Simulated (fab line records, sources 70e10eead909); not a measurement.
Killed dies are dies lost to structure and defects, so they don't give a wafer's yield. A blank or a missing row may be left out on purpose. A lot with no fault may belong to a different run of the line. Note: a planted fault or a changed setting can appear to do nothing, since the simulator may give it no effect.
Matching of chambers :: flow nandHarc :: NHARC_A_WL_FILL_STRIP_29 on rieDiel-03 has 4 sister chambers
The step strips in O2, time 20 s. 14 wafers are shown with their chamber, then 7 later ones without.

## WAFERS WITH THEIR CHAMBER
wafer: L077.2
chamber: 0
drypumpMotorCurrentA (A): 6.2
oesProductAu (a.u.): 0.983
rfVppV (V): 58.0

wafer: L077.3
chamber: 3
drypumpMotorCurrentA (A): 5.7
oesProductAu (a.u.): 1.004
rfVppV (V): 57.8

wafer: L077.6
chamber: 0
drypumpMotorCurrentA (A): 6.2
oesProductAu (a.u.): 0.978
rfVppV (V): 58.4

wafer: L082.1
chamber: 1
drypumpMotorCurrentA (A): 5.3
oesProductAu (a.u.): 1.007
rfVppV (V): 57.1

wafer: L082.4
chamber: 3
drypumpMotorCurrentA (A): 5.7
oesProductAu (a.u.): 1.007
rfVppV (V): 57.4

wafer: L082.6
chamber: 3
drypumpMotorCurrentA (A): 5.7
oesProductAu (a.u.): 1.014
rfVppV (V): 57.4

wafer: L083.2
chamber: 2
drypumpMotorCurrentA (A): 5.0
oesProductAu (a.u.): 1.007
rfVppV (V): 56.4

wafer: L083.4
chamber: 0
drypumpMotorCurrentA (A): 6.2
oesProductAu (a.u.): 0.970
rfVppV (V): 57.9

wafer: L083.6
chamber: 1
drypumpMotorCurrentA (A): 5.3
oesProductAu (a.u.): 1.012
rfVppV (V): 57.7

wafer: L084.2
chamber: 1
drypumpMotorCurrentA (A): 5.2
oesProductAu (a.u.): 1.006
rfVppV (V): 58.0

wafer: L084.3
chamber: 2
drypumpMotorCurrentA (A): 5.0
oesProductAu (a.u.): 1.009
rfVppV (V): 57.5

wafer: L084.5
chamber: 1
drypumpMotorCurrentA (A): 5.3
oesProductAu (a.u.): 0.997
rfVppV (V): 56.2

wafer: L089.1
chamber: 1
drypumpMotorCurrentA (A): 5.2
oesProductAu (a.u.): 1.008
rfVppV (V): 57.5

wafer: L089.3
chamber: 0
drypumpMotorCurrentA (A): 6.2
oesProductAu (a.u.): 0.995
rfVppV (V): 58.1

SIGNATURES, as means of the wafers listed above
reading: drypumpMotorCurrentA
chamber 0: 6.200
chamber 1: 5.260
chamber 2: 5.000
chamber 3: 5.700
scatter within a chamber: 0.0346

reading: oesProductAu
chamber 0: 0.98150
chamber 1: 1.00600
chamber 2: 1.00800
chamber 3: 1.00833
scatter within a chamber: 0.00711

reading: rfVppV
chamber 0: 58.100
chamber 1: 57.300
chamber 2: 56.950
chamber 3: 57.533
scatter within a chamber: 0.528
Rule: for a wafer and a chamber, the distance is found by dividing, reading by reading, the gap between the wafer's reading and the chamber's mean by the reading's scatter, squaring, summing and taking the root. The wafer belongs to the nearest chamber; if the next one is less than 2 further off, it can't be placed. The scatter: take each reading less its chamber's mean, square it, sum over the shown wafers, divide by the number of wafers less the number of chambers, and take the root.

## WAFERS WITH NO CHAMBER GIVEN
wafer: L089.6
drypumpMotorCurrentA (A): 5.0
oesProductAu (a.u.): 1.019
rfVppV (V): 56.0

wafer: L088.4
drypumpMotorCurrentA (A): 5.7
oesProductAu (a.u.): 1.004
rfVppV (V): 59.3

wafer: L088.5
drypumpMotorCurrentA (A): 5.7
oesProductAu (a.u.): 0.995
rfVppV (V): 57.8

wafer: L088.6
drypumpMotorCurrentA (A): 5.0
oesProductAu (a.u.): 1.007
rfVppV (V): 57.3

wafer: L092.1
drypumpMotorCurrentA (A): 5.3
oesProductAu (a.u.): 1.006
rfVppV (V): 56.6

wafer: L092.2
drypumpMotorCurrentA (A): 5.7
oesProductAu (a.u.): 1.012
rfVppV (V): 57.9

wafer: L092.3
drypumpMotorCurrentA (A): 5.1
oesProductAu (a.u.): 1.002
rfVppV (V): 57.0

## THE CHAMBER EACH PASSED THROUGH
wafer: L089.6
from the rows above: 2
in truth: 2

wafer: L088.4
from the rows above: 3
in truth: 3

wafer: L088.5
from the rows above: 3
in truth: 3

wafer: L088.6
from the rows above: 2
in truth: 2

wafer: L092.1
from the rows above: 1
in truth: 1

wafer: L092.2
from the rows above: 3
in truth: 3

wafer: L092.3
from the rows above: can't be placed: 2 or 1
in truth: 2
Correct placement for 6 of the 7. Can't be placed from these rows: 1 (the true chamber is among the candidates in 1). 0 placed wrongly.
